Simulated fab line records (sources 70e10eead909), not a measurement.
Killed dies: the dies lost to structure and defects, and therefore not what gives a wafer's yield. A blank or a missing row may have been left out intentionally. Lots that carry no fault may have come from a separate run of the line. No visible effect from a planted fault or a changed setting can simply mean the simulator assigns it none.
Matching of chambers    flow nand-harc    rie-diel-03 running NHARC_P_STI_ETCH_42: 4 sister chambers
The step etches the open film in N2/H2, target depth 80 nm, overetch 24 nm, time 61 s. 8 wafers are shown with their chamber, then 12 later ones without.

## WAFERS PAIRED WITH THEIR CHAMBERS
wafer   chamber  drypump-motor-current-A (A)  rf-vpp-V (V)
L082.5  2        5.8                          429.2
L083.1  3        5.5                          431.0
L084.1  2        5.8                          426.4
L084.2  1        5.7                          434.5
L084.3  0        6.3                          431.2
L084.4  3        5.6                          433.2
L084.5  0        6.3                          430.1
L084.6  1        5.7                          433.3

## WAFERS MISSING THEIR CHAMBER
wafer   drypump-motor-current-A (A)  rf-vpp-V (V)
L090.1  6.3                          431.2
L090.3  5.8                          433.6
L090.6  5.8                          427.4
L094.2  5.6                          429.8
L094.3  5.8                          432.7
L094.5  5.6                          432.3
L096.3  5.8                          426.8
L096.5  5.8                          427.2
L096.6  5.6                          430.0
L097.1  6.3                          430.1
L097.2  5.6                          430.6
L097.6  5.5                          429.4

## WHICH CHAMBER EACH WENT THROUGH
wafer   from the rows above      in truth
L090.1  0                        0
L090.3  can't be placed: 1 or 2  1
L090.6  2                        2
L094.2  can't be placed: 3 or 1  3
L094.3  can't be placed: 1 or 2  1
L094.5  can't be placed: 3 or 1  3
L096.3  2                        2
L096.5  2                        2
L096.6  can't be placed: 3 or 1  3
L097.1  0                        0
L097.2  can't be placed: 3 or 1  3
L097.6  3                        3
Correct placement for 6 of the 12. Unplaceable from these rows: 6, with the true chamber sitting among the candidates in 6. Placed wrongly: 0.
How it was worked out, from the rows above alone: a wafer's distance from a chamber is the root of the sum, over the readings, of the square of ((its reading less the chamber's mean) divided by the reading's scatter). If the next closest chamber is less than 2 further off than the closest, the wafer can't be placed; otherwise it belongs to the closest. The mean given for a chamber averages the wafers shown for that chamber. The scatter is the square root of a quotient: the sum, over the shown wafers, of each reading's squared deviation from its chamber's mean, divided by wafers minus chambers.
